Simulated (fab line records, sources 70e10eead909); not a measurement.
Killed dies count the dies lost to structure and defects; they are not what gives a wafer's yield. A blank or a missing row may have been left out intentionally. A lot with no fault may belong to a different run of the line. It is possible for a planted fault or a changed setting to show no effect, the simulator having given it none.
Problem report, 8D (eight disciplines) form, completed by code + flow nand-harc + the parts of the form that need people (team, actions taken, sign-off) are left out

1. PROBLEM STATEMENT
Wafers with no fault read 1.001 a.u. with a standard deviation of 0.0085, whereas oes-product-au at NHARC_A_CONTACT_ETCH_75 reads a mean of 0.866 a.u. on 1 wafer of 1 lot. Measured from the usual mean, that is -16 standard deviations.
The step: etches the open film in CF4, target depth 39 nm, time 65 s.
Seen first at day 19 03:19 on rie-diel-02, wafer L535.4. The record has a number at this step for 38 wafers belonging to 13 lots. By rule, "out" or "out of limits" means more than 4 standard deviations away from the usual mean. The other wafers with a number count as sound.

2. WHAT IT IS AND WHAT IT IS NOT
| question                    | is                | is not                                                                                                   |
|-----------------------------|-------------------|----------------------------------------------------------------------------------------------------------|
| which readings at this step | oes-product-au    | drypump-motor-current-A, mfc-ar-sccm, rf-vpp-V, showerhead-plenum-p-Torr, throttle-valve-pct             |
| which lots                  | L535              | L526, L527, L528, L531, L532, L538, L539, L543, L545, L547, L548, L549                                   |
| which wafers of those lots  | L535.4            | L535.1                                                                                                   |
| read on which tools         | rie-diel-02       | rie-diel-03, rie-diel-09                                                                                 |
| when                        | from day 19 03:19 | up to then (16 sound wafers); but 21 sound wafers of L538, L539, L543, L545, L547, L548, L549 came after |

3. WHAT RULES OUT EACH SUSPECT
Counting: if a tool at a process step up to the reading ran every lot that is out, it stays a suspect. Sound lots after the first of them don't rule it out here, since some wafers of a struck lot are sound.
- rie-diel-02 at NHARC_A_CONTACT_ETCH_75 (etches the open film in CF4, target depth 39 nm, time 65 s): kept. It ran the lot that is out, L535 (day 19 03:19); its last sound lot up to then is L531 (day 17 18:08). Its own readings are out on those wafers: oes-product-au.
- At NHARC_A_CONTACT_ETCH_75 on rie-diel-02, chamber 3 took the sound wafers of the same lots and chamber 0 took the wafers that are out.
Remaining after the count: rie-diel-02 at NHARC_A_CONTACT_ETCH_75.

4. THE CAUSE (what the simulator had put in)
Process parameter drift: rie-diel-02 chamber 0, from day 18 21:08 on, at NHARC_A_CONTACT_ETCH_75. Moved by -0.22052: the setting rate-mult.
This tool alone remained once counting was done.

5. SEQUENCE OF EFFECTS, ordered by route
Rows list readings where the struck wafers' mean (over those with a number) sits beyond 3 standard deviations from the usual. Scope: only readings with a usual standard deviation given in the record; hours: median across lots of the time from each lot's start at the first step in this table that gives one to its start at this step; sigmas: change in usual standard deviations.
| hours | step                    | reading        | usual      | on struck wafers | change | sigmas |
|-------|-------------------------|----------------|------------|------------------|--------|--------|
| 0     | NHARC_A_CONTACT_ETCH_75 | oes-product-au | 1.001 a.u. | 0.866            | -0.135 | -16    |
The process steps in it:
- NHARC_A_CONTACT_ETCH_75: etches the open film in CF4, target depth 39 nm, time 65 s.

6. WHAT WOULD HAVE CAUGHT IT SOONER
The fault began at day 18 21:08; the first out-of-limits reading in this record came at day 19 03:19, 6 hours later.
